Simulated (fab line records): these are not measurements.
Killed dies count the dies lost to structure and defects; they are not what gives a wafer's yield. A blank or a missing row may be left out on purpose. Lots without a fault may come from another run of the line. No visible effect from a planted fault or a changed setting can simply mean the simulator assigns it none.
Which of the tools did it? ; flow n5Finfet ; 30 wafers from 10 lots sampled at 3 of the route's 1938 steps

## WHAT THE GAUGES READ, wafer by wafer
N5_PASSIVATION_CD_MEAS_10: the cd target is 3000 nm.
lot;measured;on;cdNm (nm)
L114;day 12 07:58;cdSem-03;2999.7 2998.7 2999.4
L115;day 12 13:35;cdSem-03;2999.7 2997.4 3001.6
L117;day 14 00:23;cdSem-03;2996.8 2997.6 2999.3
L118;day 14 00:34;cdSem-03;3000.8 2998.9 3001.2
L120;day 14 04:07;cdSem-02;3025.2 3026.5 3000.5
L119;day 14 07:05;cdSem-02;2999.9 3025.2 3027.3
L134;day 17 08:25;cdSem-02;2996.6 3000.1 3002.0
L133;day 17 18:37;cdSem-01;2998.2 2999.9 2998.2
L135;day 17 18:40;cdSem-03;2998.0 2998.5 3002.1
L136;day 18 10:22;cdSem-01;3001.4 2999.3 3002.4

N5_PASSIVATION_INSPECT_61: inspects for defects (macro).
lot;measured;on;rawDefectCount
L114;day 12 08:01;defectInspect-01;2 2 5
L115;day 12 13:39;defectInspect-01;2 2 5
L117;day 14 00:26;defectInspect-02;1 1 1
L118;day 14 00:38;defectInspect-02;2 2 1
L120;day 14 04:10;defectInspect-01;5 4 3
L119;day 14 07:08;defectInspect-02;1 1 3
L134;day 17 08:28;defectInspect-01;1 2 1
L133;day 17 18:41;defectInspect-02;4 1 6
L135;day 17 18:43;defectInspect-02;0 2 2
L136;day 18 10:25;defectInspect-02;1 1 1

## WHICH TOOL RAN EACH LOT (tool, then ch and the chambers of the sampled wafers, then the start)
lot;N5_PASSIVATION_EXPOSE_07
L114;krfScanner-02 ch 0, day 12 07:47
L115;krfScanner-02 ch 0, day 12 13:25
L117;krfScanner-01 ch 0, day 14 00:13
L118;krfScanner-01 ch 0, day 14 00:24
L120;krfScanner-01 ch 0, day 14 03:56
L119;krfScanner-01 ch 0, day 14 06:55
L134;krfScanner-01 ch 0, day 17 08:15
L133;krfScanner-01 ch 0, day 17 18:27
L135;krfScanner-01 ch 0, day 17 18:29
L136;krfScanner-02 ch 0, day 18 10:11
- N5_PASSIVATION_EXPOSE_07: exposes mask TV, defocus 0 nm, target cd 3000 nm.

## AS READ BY THE TOOLS THEMSELVES (means over the sampled wafers that have a number; for cases with no such wafer, the mark the record gives instead)
N5_PASSIVATION_EXPOSE_07.
lot;tool;exposureDoseMJCm2;focusOffsetNm (nm);reticleTempC (C)
L114;krfScanner-02;22.766;-0.1;23.11
L115;krfScanner-02;22.786;-0.2;23.06
L117;krfScanner-01;22.742;0.0;22.92
L118;krfScanner-01;22.749;-0.6;23.11
L120;krfScanner-01;22.743;-0.2;23.06
L119;krfScanner-01;22.746;-0.0;23.07
L134;krfScanner-01;22.741;-0.5;22.95
L133;krfScanner-01;22.736;-0.1;23.00
L135;krfScanner-01;22.761;0.5;23.08
L136;krfScanner-02;22.754;-0.1;23.09

## THE ANSWER, worked out from the rows above alone
Rule: the lots themselves supply what counts as usual. The widest of any qualifying gaps counts: lots, ordered by their means at a reading, are off when they make up no more than a third of the lots, leave a main group of 4 or more, and stand apart from it by 3 or more times the standard deviation of that group's means. The tables above print the reading to a certain number of digits; a main group whose means all agree to those digits is not used. Also off: a lot with no number at a reading for which 4 or more lots have one. Where the step has rows for the other lots, those lots are counted as sound. Order of review: gauges by route order, followed by the tools' own readings, for which a lot's mean as printed above is used. At the first step where some lot is off, the reading lying furthest off is the one used; lots without a number count as furthest.
Off, at N5_PASSIVATION_CD_MEAS_10 on cdNm: L120, L119. For the main group the mean is 2999.5 nm and the standard deviation 0.88.
If a tool, at a process step before that reading, ran all the lots that are off and no sound lot after the first of them, it fits. The gauges at N5_PASSIVATION_CD_MEAS_10 are tried like those tools. None of those tried fits.

## WHAT THE SIMULATOR HAD PUT IN
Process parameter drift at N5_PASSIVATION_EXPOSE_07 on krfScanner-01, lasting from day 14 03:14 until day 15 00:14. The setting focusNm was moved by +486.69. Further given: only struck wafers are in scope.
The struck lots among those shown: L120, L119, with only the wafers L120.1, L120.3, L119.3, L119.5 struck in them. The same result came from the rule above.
